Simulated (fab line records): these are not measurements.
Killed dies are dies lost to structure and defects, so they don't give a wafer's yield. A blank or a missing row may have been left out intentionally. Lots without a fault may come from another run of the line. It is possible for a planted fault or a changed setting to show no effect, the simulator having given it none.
Commonality check across tools	flow nand_harc	Lots sampled 3, wafers sampled 9

== REASON FOR OPENING ==
Flagged at NHARC_END_SORT_01: reading killed_at_array, on 3 of 3 lots. Wafers without a fault read 26, standard deviation 9.9.
Rule: a lot gets a flag if all its wafers with a number sit over 4 standard deviations from that mean, or if no wafer of it has a number. The rest of the lots are taken to be sound.

lot	measured	on	killed_at_array, wafer by wafer	flag
L584	day 20 15:25	prober-02	96 89 96	FLAGGED
L588	day 21 00:59	prober-01	85 83 87	FLAGGED
L590	day 21 11:05	prober-01	126 101 80	FLAGGED
The mean of the flagged lots' numbers is 94, +68 from the usual (+7 standard deviations).

== EACH LOT AND THE TOOL IT RAN ON ==
3 process steps preceding the reading are held in the record, out of 1159 steps in the route. Cell contents, in order: the tool; ch with the chambers the sampled wafers went through; the start.
lot	flag	NHARC_A_CONTACT_STRIP_109	NHARC_A_M1_PVD_20	NHARC_A_BONDPAD_CMP_29
L584	FLAGGED	rie_diel-09 ch 0,1, day 18 12:46	pvd_sputter-02, day 19 07:54 or earlier	cmp-04 ch 0,1,3, day 19 07:54
L588	FLAGGED	rie_diel-09 ch 0,3, day 18 18:25	pvd_sputter-02, day 19 17:10 or earlier	cmp-04 ch 1,2,3, day 19 17:10
L590	FLAGGED	rie_diel-09 ch 1,2, day 19 12:35	pvd_sputter-01, day 20 05:48 or earlier	cmp-03 ch 0,1, day 20 05:48
These steps, and what they do:
- NHARC_A_CONTACT_STRIP_109: strips in O2/COS.
- NHARC_A_M1_PVD_20: deposits TaN, target thk 5 nm, time 8.06 s.
- NHARC_A_BONDPAD_CMP_29: polishes SiCN, target thk 200 nm.
- NHARC_END_SORT_01

== FLAGGED OVER TOTAL, TOOL BY TOOL (the gauges that took the reading come last) ==
step	tool	lots run	flagged	share of the flagged lots	sound lots run after its first flagged lot
NHARC_A_CONTACT_STRIP_109	rie_diel-09	3	3	all	0
NHARC_A_M1_PVD_20	pvd_sputter-01	1	1	some	0
NHARC_A_M1_PVD_20	pvd_sputter-02	2	2	some	0
NHARC_A_BONDPAD_CMP_29	cmp-03	1	1	some	0
NHARC_A_BONDPAD_CMP_29	cmp-04	2	2	some	0
NHARC_END_SORT_01	prober-01	2	2	some	0
NHARC_END_SORT_01	prober-02	1	1	some	0
NHARC_A_M1_PVD_20: start missing for some lots; hours and lot order therefore follow NHARC_A_BONDPAD_CMP_29.

== WHAT IS ALLOWED BY THE TABLE ==
Rows of the table that ran each flagged lot: 1, that is rie_diel-09 at NHARC_A_CONTACT_STRIP_109.
- rie_diel-09 at NHARC_A_CONTACT_STRIP_109 ran 3 lots, 3 of them flagged. It ran no sound lot before its first flagged lot in this sample, so the start can't be narrowed down.
What remains is a single tool, rie_diel-09 at NHARC_A_CONTACT_STRIP_109.

== WHAT THE SIMULATOR PUT IN ==
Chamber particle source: rie_diel-09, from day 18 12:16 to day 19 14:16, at NHARC_A_CONTACT_STRIP_109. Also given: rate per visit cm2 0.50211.
Struck lots among those shown: L584, L588, L590. This agrees with what the rule above found.
